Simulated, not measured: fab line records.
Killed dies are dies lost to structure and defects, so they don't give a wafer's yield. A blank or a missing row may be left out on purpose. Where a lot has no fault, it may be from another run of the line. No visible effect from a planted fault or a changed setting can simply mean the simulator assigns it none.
What tool caused it?    flow nand-harc    6 lots with 18 wafers sampled at 5 steps, on a route of 1159 steps

WHAT THE GAUGES SHOWED, per wafer
NHARC_END_SORT_01.
lot   measured      on         killed-at-array
L448  day 22 14:57  prober-01  21 32 671

WHAT TOOL EACH LOT RAN ON (gives the tool, then ch and the chambers of the sampled wafers, and finally the start)
lot   NHARC_A_STAIRCASE_TRIM_14                      NHARC_A_STAIRCASE_TRIM_16                      NHARC_A_STAIRCASE_ETCH_27                      NHARC_A_STAIRCASE_TRIM_189
L436  rie-diel-06 ch 0,1,2, day 11 04:35 or earlier  rie-diel-06 ch 0,1,3, day 11 04:35 or earlier  rie-diel-12 ch 0,1,2, day 11 04:35 or earlier  rie-diel-08 ch 1,2, day 11 04:35
L441  rie-diel-12 ch 0,2, day 12 03:51 or earlier    rie-diel-12 ch 0,1, day 12 03:51 or earlier    rie-diel-12 ch 2,3, day 12 03:51 or earlier    rie-diel-08 ch 0,1,3, day 12 03:51
L448  rie-diel-08 ch 0,3, day 14 04:24 or earlier    rie-diel-08 ch 1,2, day 14 04:24 or earlier    rie-diel-12 ch 0,1,3, day 14 04:24 or earlier  rie-diel-08 ch 1,2,3, day 14 04:24
L451  rie-diel-06 ch 0,1,2, day 15 05:01 or earlier  rie-diel-06 ch 1,2,3, day 15 05:01 or earlier  rie-diel-08 ch 0,2, day 15 05:01 or earlier    rie-diel-12 ch 0,3, day 15 05:01
L453  rie-diel-08 ch 0,1, day 15 10:58 or earlier    rie-diel-08 ch 0,2,3, day 15 10:58 or earlier  rie-diel-08 ch 0,1, day 15 10:58 or earlier    rie-diel-06 ch 0,1,2, day 15 10:58
L457  rie-diel-06 ch 0,1,3, day 16 19:43 or earlier  rie-diel-06 ch 0,1, day 16 19:43 or earlier    rie-diel-08 ch 1,2, day 16 19:43 or earlier    rie-diel-06 ch 2,3, day 16 19:43
- NHARC_A_STAIRCASE_TRIM_14: chemistry O2, time 211.2 s.
- NHARC_A_STAIRCASE_TRIM_16: chemistry O2, time 211.2 s.
- NHARC_A_STAIRCASE_ETCH_27: etches the open film in C4F8/O2, target depth 100 nm, time 40.5 s.
- NHARC_A_STAIRCASE_TRIM_189: chemistry O2, time 211.2 s.

THE ANSWER, worked out from the rows above alone
Rule: the usual values come from the lots themselves. Put in order of their means at a reading, lots are off if they are a third of the lots or fewer, leave a main group of 4 or more, and stand apart from it by a gap of 3 or more times the standard deviation of the main group's means; of several such gaps the widest counts. A main group whose means are all the same, to the digits that the tables above print for the reading, isn't used. Also off: a lot with no number at a reading for which 4 or more lots have one. Any other lot the step has rows for is counted as sound.
Nothing can be told from this: no lot is off at any reading shown.

WHAT THE SIMULATOR HAD INSERTED
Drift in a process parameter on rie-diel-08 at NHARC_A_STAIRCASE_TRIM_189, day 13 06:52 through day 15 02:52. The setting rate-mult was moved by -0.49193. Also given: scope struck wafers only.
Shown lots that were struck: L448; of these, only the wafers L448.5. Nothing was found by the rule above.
